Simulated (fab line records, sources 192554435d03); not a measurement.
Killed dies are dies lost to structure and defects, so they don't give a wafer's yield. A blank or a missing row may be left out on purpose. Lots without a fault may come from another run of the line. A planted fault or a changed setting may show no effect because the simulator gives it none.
One fault seen from 2 desks | flow n5_finfet | each desk has only its own numbers; what lay behind them comes last

THE TOOL OWNER'S DESK: rie_si-03
The tool's own readings at N5_BEOL_M0_SAQP_ETCH_102 (etches SiO2 in CF4, target depth 4 nm, time 4.4 s): means of the sampled wafers that have a number, for each lot that ran on this tool. A lot is out of limits, marked OUT, if its mean lies more than 4 standard deviations from the usual mean; the brackets give that distance.
Columns: A = bias_w at N5_BEOL_M0_SAQP_ETCH_102, usual 400.0 W; B = cf4_flow_sccm at N5_BEOL_M0_SAQP_ETCH_102, usual 80.02 sccm; C = chamber_pressure_mTorr at N5_BEOL_M0_SAQP_ETCH_102, usual 10.001 mTorr; D = drypump_motor_current_A at N5_BEOL_M0_SAQP_ETCH_102, usual 5.8 A; E = oes_product_au at N5_BEOL_M0_SAQP_ETCH_102, usual 1.002 a.u.; F = throttle_valve_pct at N5_BEOL_M0_SAQP_ETCH_102, usual 21.71 %
lot  | first seen here | A     | B     | C      | D   | E     | F
L333 | day 5 16:47     | 399.5 | 80.06 | 10.002 | 5.9 | 0.997 | 21.44
L345 | day 8 17:02     | 399.3 | 80.02 | 9.994  | 5.4 | 1.005 | 21.70
L347 | day 9 01:26     | 400.4 | 80.01 | 10.001 | 5.9 | 1.012 | 21.79
L348 | day 9 06:16     | 399.7 | 80.07 | 10.002 | 5.2 | 1.015 | 21.79
L350 | day 9 17:31     | 399.3 | 79.77 | 10.005 | 6.0 | 1.012 | 21.62
L353 | day 10 07:53    | 400.7 | 79.45 | 9.994  | 5.2 | 1.013 | 21.80
This desk's finding: nothing out of limits on any of the 6 lots.

THE METROLOGY DESK
What the gauges read, lot by lot, whatever tool the lot ran on: means of the sampled wafers that have a number. A lot is out of limits, marked OUT, if its mean lies more than 4 standard deviations from the usual mean; the brackets give that distance. Of its 10 readings 7 are shown: those that lie furthest out on some lot.
Columns: A = DIBL_N at N5_BEOL_M4_RC_MEAS_101, usual 36.5 mV/V; B = DIBL_P at N5_BEOL_M4_RC_MEAS_101, usual 36.3 mV/V; C = IOFF_N at N5_BEOL_M4_RC_MEAS_101, usual 0.16 nA/um; D = ION_N at N5_BEOL_M4_RC_MEAS_101, usual 676 uA/um; E = ION_P at N5_BEOL_M4_RC_MEAS_101, usual 462 uA/um; F = SS_N at N5_BEOL_M4_RC_MEAS_101, usual 71.5 mV/dec; G = VT_N at N5_BEOL_M4_RC_MEAS_101, usual 249 mV
lot  | first seen here | A    | B    | C    | D   | E   | F    | G
L333 | day 8 08:06     | 36.9 | 36.9 | 0.19 | 685 | 467 | 72.0 | 246
L345 | day 11 11:20    | 35.7 | 37.2 | 0.15 | 676 | 459 | 71.0 | 249
L347 | day 11 11:36    | 36.5 | 37.8 | 0.20 | 689 | 467 | 72.1 | 247
L350 | day 11 16:50    | 37.5 | 38.3 | 0.18 | 677 | 463 | 71.8 | 248
L348 | day 12 00:33    | 35.1 | 35.9 | 0.14 | 673 | 463 | 71.7 | 251
L353 | day 13 01:03    | 37.1 | 37.6 | 0.16 | 675 | 462 | 71.1 | 250
This desk's finding: nothing out of limits on any of the 6 lots.

PUT TOGETHER
The tool owner's desk saw nothing out of limits.
The metrology desk saw nothing out of limits.

WHAT THE SIMULATOR HAD PUT IN
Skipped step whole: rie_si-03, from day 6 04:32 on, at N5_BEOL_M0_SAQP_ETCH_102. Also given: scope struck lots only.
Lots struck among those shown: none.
